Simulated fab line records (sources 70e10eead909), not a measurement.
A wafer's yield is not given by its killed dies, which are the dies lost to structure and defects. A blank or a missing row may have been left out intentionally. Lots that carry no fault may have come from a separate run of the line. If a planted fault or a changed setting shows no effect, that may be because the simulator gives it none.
Chamber matching || flow nand_harc || rie_diel-12 running NHARC_A_STAIRCASE_TRIM_196: 4 sister chambers
The step chemistry O2, time 211.2 s. 24 wafers are shown with their chamber, then 12 later ones without.

== WAFERS, EACH WITH ITS CHAMBER ==
{"wafer": "L074.1", "chamber": 1, "showerhead_plenum_p_Torr (Torr)": 3.32, "drypump_motor_current_A (A)": 5.4, "rf_vpp_V (V)": 57.1}
{"wafer": "L074.5", "chamber": 1, "showerhead_plenum_p_Torr (Torr)": 3.32, "drypump_motor_current_A (A)": 5.4, "rf_vpp_V (V)": 56.4}
{"wafer": "L074.6", "chamber": 0, "showerhead_plenum_p_Torr (Torr)": 3.35, "drypump_motor_current_A (A)": 5.6, "rf_vpp_V (V)": 56.1}
{"wafer": "L075.3", "chamber": 0, "showerhead_plenum_p_Torr (Torr)": 3.34, "drypump_motor_current_A (A)": 5.6, "rf_vpp_V (V)": 57.4}
{"wafer": "L075.4", "chamber": 2, "showerhead_plenum_p_Torr (Torr)": 3.65, "drypump_motor_current_A (A)": 6.0, "rf_vpp_V (V)": 59.2}
{"wafer": "L075.6", "chamber": 1, "showerhead_plenum_p_Torr (Torr)": 3.31, "drypump_motor_current_A (A)": 5.5, "rf_vpp_V (V)": 57.8}
{"wafer": "L077.3", "chamber": 3, "showerhead_plenum_p_Torr (Torr)": 3.54, "drypump_motor_current_A (A)": 5.9, "rf_vpp_V (V)": 58.0}
{"wafer": "L077.4", "chamber": 1, "showerhead_plenum_p_Torr (Torr)": 3.31, "drypump_motor_current_A (A)": 5.4, "rf_vpp_V (V)": 57.1}
{"wafer": "L077.6", "chamber": 2, "showerhead_plenum_p_Torr (Torr)": 3.64, "drypump_motor_current_A (A)": 6.0, "rf_vpp_V (V)": 58.2}
{"wafer": "L078.1", "chamber": 3, "showerhead_plenum_p_Torr (Torr)": 3.54, "drypump_motor_current_A (A)": 5.9, "rf_vpp_V (V)": 57.7}
{"wafer": "L078.2", "chamber": 0, "showerhead_plenum_p_Torr (Torr)": 3.34, "drypump_motor_current_A (A)": 5.6, "rf_vpp_V (V)": 57.4}
{"wafer": "L078.6", "chamber": 1, "showerhead_plenum_p_Torr (Torr)": 3.31, "drypump_motor_current_A (A)": 5.5, "rf_vpp_V (V)": 54.9}
{"wafer": "L080.1", "chamber": 2, "showerhead_plenum_p_Torr (Torr)": 3.64, "drypump_motor_current_A (A)": 6.0, "rf_vpp_V (V)": 59.4}
{"wafer": "L080.2", "chamber": 3, "showerhead_plenum_p_Torr (Torr)": 3.53, "drypump_motor_current_A (A)": 5.9, "rf_vpp_V (V)": 57.1}
{"wafer": "L080.4", "chamber": 0, "showerhead_plenum_p_Torr (Torr)": 3.33, "drypump_motor_current_A (A)": 5.6, "rf_vpp_V (V)": 58.2}
{"wafer": "L084.3", "chamber": 3, "showerhead_plenum_p_Torr (Torr)": 3.53, "drypump_motor_current_A (A)": 5.9, "rf_vpp_V (V)": 57.2}
{"wafer": "L084.5", "chamber": 2, "showerhead_plenum_p_Torr (Torr)": 3.63, "drypump_motor_current_A (A)": 6.0, "rf_vpp_V (V)": 57.7}
{"wafer": "L084.6", "chamber": 3, "showerhead_plenum_p_Torr (Torr)": 3.53, "drypump_motor_current_A (A)": 5.9, "rf_vpp_V (V)": 57.9}
{"wafer": "L085.1", "chamber": 1, "showerhead_plenum_p_Torr (Torr)": 3.30, "drypump_motor_current_A (A)": 5.4, "rf_vpp_V (V)": 56.4}
{"wafer": "L085.2", "chamber": 2, "showerhead_plenum_p_Torr (Torr)": 3.63, "drypump_motor_current_A (A)": 5.9, "rf_vpp_V (V)": 60.3}
{"wafer": "L085.6", "chamber": 0, "showerhead_plenum_p_Torr (Torr)": 3.33, "drypump_motor_current_A (A)": 5.6, "rf_vpp_V (V)": 57.6}
{"wafer": "L087.1", "chamber": 0, "showerhead_plenum_p_Torr (Torr)": 3.32, "drypump_motor_current_A (A)": 5.6, "rf_vpp_V (V)": 57.3}
{"wafer": "L087.4", "chamber": 3, "showerhead_plenum_p_Torr (Torr)": 3.52, "drypump_motor_current_A (A)": 5.9, "rf_vpp_V (V)": 58.6}
{"wafer": "L087.6", "chamber": 1, "showerhead_plenum_p_Torr (Torr)": 3.29, "drypump_motor_current_A (A)": 5.4, "rf_vpp_V (V)": 57.2}

SIGNATURES (averages over the wafers above)
{"reading": "showerhead_plenum_p_Torr", "chamber 0": 3.3350, "chamber 1": 3.3086, "chamber 2": 3.6380, "chamber 3": 3.5317, "scatter within a chamber": 0.00948}
{"reading": "drypump_motor_current_A", "chamber 0": 5.600, "chamber 1": 5.429, "chamber 2": 5.980, "chamber 3": 5.900, "scatter within a chamber": 0.0334}
{"reading": "rf_vpp_V", "chamber 0": 57.333, "chamber 1": 56.700, "chamber 2": 58.960, "chamber 3": 57.750, "scatter within a chamber": 0.815}
Rule: distance of a wafer from a chamber = root of the sum over the readings of ((wafer's reading minus chamber's mean) / reading's scatter) squared. If the next closest chamber is less than 2 further off than the closest, the wafer can't be placed; otherwise it belongs to the closest. The scatter: the root of (the sum of the squares of (reading less its chamber's mean) over the shown wafers, divided by (wafers less chambers)).

== WAFERS MISSING THEIR CHAMBER ==
{"wafer": "L089.3", "showerhead_plenum_p_Torr (Torr)": 3.32, "drypump_motor_current_A (A)": 5.6, "rf_vpp_V (V)": 56.4}
{"wafer": "L089.5", "showerhead_plenum_p_Torr (Torr)": 3.63, "drypump_motor_current_A (A)": 6.0, "rf_vpp_V (V)": 56.8}
{"wafer": "L089.6", "showerhead_plenum_p_Torr (Torr)": 3.52, "drypump_motor_current_A (A)": 5.9, "rf_vpp_V (V)": 57.8}
{"wafer": "L093.3", "showerhead_plenum_p_Torr (Torr)": 3.62, "drypump_motor_current_A (A)": 6.0, "rf_vpp_V (V)": 57.9}
{"wafer": "L093.4", "showerhead_plenum_p_Torr (Torr)": 3.32, "drypump_motor_current_A (A)": 5.6, "rf_vpp_V (V)": 56.4}
{"wafer": "L093.5", "showerhead_plenum_p_Torr (Torr)": 3.62, "drypump_motor_current_A (A)": 6.0, "rf_vpp_V (V)": 58.4}
{"wafer": "L094.1", "showerhead_plenum_p_Torr (Torr)": 3.32, "drypump_motor_current_A (A)": 5.6, "rf_vpp_V (V)": 58.0}
{"wafer": "L094.2", "showerhead_plenum_p_Torr (Torr)": 3.62, "drypump_motor_current_A (A)": 6.0, "rf_vpp_V (V)": 58.5}
{"wafer": "L094.5", "showerhead_plenum_p_Torr (Torr)": 3.62, "drypump_motor_current_A (A)": 6.0, "rf_vpp_V (V)": 56.1}
{"wafer": "L095.4", "showerhead_plenum_p_Torr (Torr)": 3.31, "drypump_motor_current_A (A)": 5.6, "rf_vpp_V (V)": 57.0}
{"wafer": "L095.5", "showerhead_plenum_p_Torr (Torr)": 3.51, "drypump_motor_current_A (A)": 5.9, "rf_vpp_V (V)": 57.3}
{"wafer": "L095.6", "showerhead_plenum_p_Torr (Torr)": 3.61, "drypump_motor_current_A (A)": 6.0, "rf_vpp_V (V)": 57.9}

== THE CHAMBER EACH PASSED THROUGH ==
{"wafer": "L089.3", "from the rows above": 0, "in truth": 0}
{"wafer": "L089.5", "from the rows above": 2, "in truth": 2}
{"wafer": "L089.6", "from the rows above": 3, "in truth": 3}
{"wafer": "L093.3", "from the rows above": 2, "in truth": 2}
{"wafer": "L093.4", "from the rows above": 0, "in truth": 0}
{"wafer": "L093.5", "from the rows above": 2, "in truth": 2}
{"wafer": "L094.1", "from the rows above": 0, "in truth": 0}
{"wafer": "L094.2", "from the rows above": 2, "in truth": 2}
{"wafer": "L094.5", "from the rows above": 2, "in truth": 2}
{"wafer": "L095.4", "from the rows above": 0, "in truth": 0}
{"wafer": "L095.5", "from the rows above": 3, "in truth": 3}
{"wafer": "L095.6", "from the rows above": 2, "in truth": 2}
Placed correctly: 12 of 12. From these rows, 0 cannot be placed. Number placed wrongly: 0.
